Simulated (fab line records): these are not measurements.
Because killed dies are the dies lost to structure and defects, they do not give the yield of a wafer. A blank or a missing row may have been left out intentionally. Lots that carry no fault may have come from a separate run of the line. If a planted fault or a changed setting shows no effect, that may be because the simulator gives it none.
Comparing a struck lot with a sound one || flow n5-finfet || 15 out of 1938 route steps
Sound: the wafers L789.1, L789.5, L789.6. Wafers L788.2, L788.3, L788.5 were the ones struck. The cause is given at the end.
Per side, at each step with rows, come the tool, then ch with its chambers, and then its first start. Under that, the readings that differ: sound wafers || struck wafers || difference of the means || sigmas: that difference in standard deviations of wafers without a fault.
alike: a reading whose means differ by less than 2 such deviations, as well as words and numbers matching on both sides. not compared: withheld readings; readings where some wafer has no value; bounds like >300 that might hide an equal value; numbers whose values overlap and for which the record gives no deviation.
The two part at a step that has a row with sigmas, a row that says differs or no value, or rows on one side only. Numbers that don't overlap but have no deviation are shown without sigmas and don't part them. Lack of a reading on every wafer of one side parts them only where that side has two or more wafers.

first, 6 steps without rows for these wafers: N5_BEOL_M7_COAT_22 (resist thk 30 nm); N5_BEOL_M7_EBR_24; N5_BEOL_M7_SOFTBAKE_23 (time 60 s); N5_BEOL_M7_EXPOSE_25 (exposes mask V6, target cd 40 nm); N5_BEOL_M7_PEB_26 (peb time 60 s); N5_BEOL_M7_DEVELOP_27 (develop time 30 s).
N5_BEOL_M7_CD_MEAS_28 targets a cd of 40 nm.
  sound on cd-sem-02 ch 0, day 11 19:28; struck on cd-sem-02 ch 0, day 10 13:41
  alike: cd-nm
N5_BEOL_M7_OVL_MEAS_29:
  sound on overlay-01 ch 0, day 11 19:29; struck on overlay-01 ch 0, day 10 13:43
  alike: V6_OVL
N5_BEOL_M7_INSPECT_30: inspects for defects (brightfield).
  sound on defect-inspect-01, day 11 19:33; struck on defect-inspect-02, day 10 13:46
  alike: raw-defect-count
N5_BEOL_M7_DESCUM_33: chemistry O2, time 7 s.
  sound on rie-diel-03 ch 0,3, day 11 19:56; struck on rie-diel-04 ch 0,3, day 10 13:50
  alike: drypump-motor-current-A, oes-product-au, rf-vpp-V, showerhead-plenum-p-Torr, throttle-valve-pct
  not compared: rf-hours-counter-h
N5_BEOL_M7_ETCH_72: etches underlayer in N2/H2, target depth 6.5 nm, time 5.2 s.
  sound on rie-diel-03 ch 0,3, day 11 19:59; struck on rie-diel-04 ch 0,3, day 10 13:52
  alike: bias-w, drypump-motor-current-A, etch-rf-on-time-s, oes-product-au, rf-vpp-V, showerhead-plenum-p-Torr, throttle-valve-pct
  not compared: rf-hours-counter-h
N5_BEOL_M7_ETCH_65: etches SiARC in CF4, target depth 15.6 nm, time 26 s.
  sound on rie-diel-03 ch 0,3, day 11 19:59; struck on rie-diel-04 ch 0,3, day 10 13:53
  alike: bias-w, drypump-motor-current-A, etch-rf-on-time-s, oes-product-au, rf-vpp-V, showerhead-plenum-p-Torr, throttle-valve-pct
  not compared: rf-hours-counter-h
N5_BEOL_M7_ETCH_66: etches SOC in N2/H2, target depth 80 nm, overetch 16 nm, time 120 s.
  sound on rie-diel-03 ch 0,3, day 11 20:01; struck on rie-diel-04 ch 0,3, day 10 13:55
{"reading": "bias-w (W)", "sound": "149.7 150.5 150.3", "struck": "143.7 144.4 144.3", "difference": -6.0, "sigmas": -13}
{"reading": "rf-vpp-V (V)", "sound": "527.0 526.2 527.4", "struck": "513.7 511.7 513.0", "difference": -14.1, "sigmas": -6}
  alike: drypump-motor-current-A, oes-product-au, showerhead-plenum-p-Torr, throttle-valve-pct
  not compared: rf-hours-counter-h
then, 2 steps without rows for these wafers: N5_BEOL_M7_STRIP_69 (strips in N2/H2); N5_PASSIVATION_PROBE_49.

WHERE THEY PART
Only at N5_BEOL_M7_ETCH_66, as far as this record shows.

WHY: the cause the simulator had injected
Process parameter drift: rie-diel-04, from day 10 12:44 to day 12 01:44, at N5_BEOL_M7_ETCH_66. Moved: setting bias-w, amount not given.
